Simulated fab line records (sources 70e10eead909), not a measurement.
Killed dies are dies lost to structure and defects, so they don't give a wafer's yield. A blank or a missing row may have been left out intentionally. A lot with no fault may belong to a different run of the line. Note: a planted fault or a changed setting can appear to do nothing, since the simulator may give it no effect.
Matching of chambers    flow nand_harc    ald_hk-02 running NHARC_A_CHANNEL_FILL_D1_ALD_16: 4 sister chambers
The step deposits SiO2, target thk 1.5 nm, pulse time 10 s, ald cycles 15. 14 wafers are shown with their chamber, then 6 later ones without.

WAFERS, EACH WITH ITS CHAMBER
wafer   chamber  heater_power_w (W)  precursor_pulse_height_rel
L668.2  3        395                 1.006
L668.4  0        391                 1.010
L668.6  3        383                 1.027
L673.2  0        380                 0.993
L673.5  1        462                 1.013
L673.6  0        383                 1.020
L672.1  1        447                 1.010
L672.5  3        405                 1.035
L672.6  2        464                 1.013
L675.1  0        384                 1.027
L675.3  3        388                 1.011
L675.6  0        381                 1.018
L676.2  2        458                 1.031
L676.4  0        393                 1.023

SIGNATURES (averages over the wafers above)
reading                     chamber 0  chamber 1  chamber 2  chamber 3  scatter within a chamber
heater_power_w              385.33     454.50     461.00     392.75     7.41
precursor_pulse_height_rel  1.01517    1.01150    1.02200    1.01975    0.0121
Rule: a wafer's distance from a chamber is the root of the sum, over the readings, of the square of ((its reading less the chamber's mean) divided by the reading's scatter). The wafer belongs to the nearest chamber; if the next one is less than 2 further off, it can't be placed. The scatter is the square root of a quotient: the sum, over the shown wafers, of each reading's squared deviation from its chamber's mean, divided by wafers minus chambers.

WAFERS WITH NO CHAMBER GIVEN
wafer   heater_power_w (W)  precursor_pulse_height_rel
L676.6  455                 0.994
L678.1  466                 0.994
L678.3  392                 1.043
L678.6  389                 1.024
L685.2  483                 0.988
L685.5  494                 1.022

WHICH CHAMBER EACH WENT THROUGH
wafer   from the rows above      in truth
L676.6  can't be placed: 1 or 2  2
L678.1  can't be placed: 1 or 2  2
L678.3  can't be placed: 3 or 0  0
L678.6  can't be placed: 3 or 0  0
L685.2  can't be placed: 2 or 1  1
L685.5  can't be placed: 2 or 1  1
Correct placement for 0 of the 6. Cannot be placed on the basis of these rows: 6; the candidates contain the true chamber in 6. Number placed wrongly: 0.
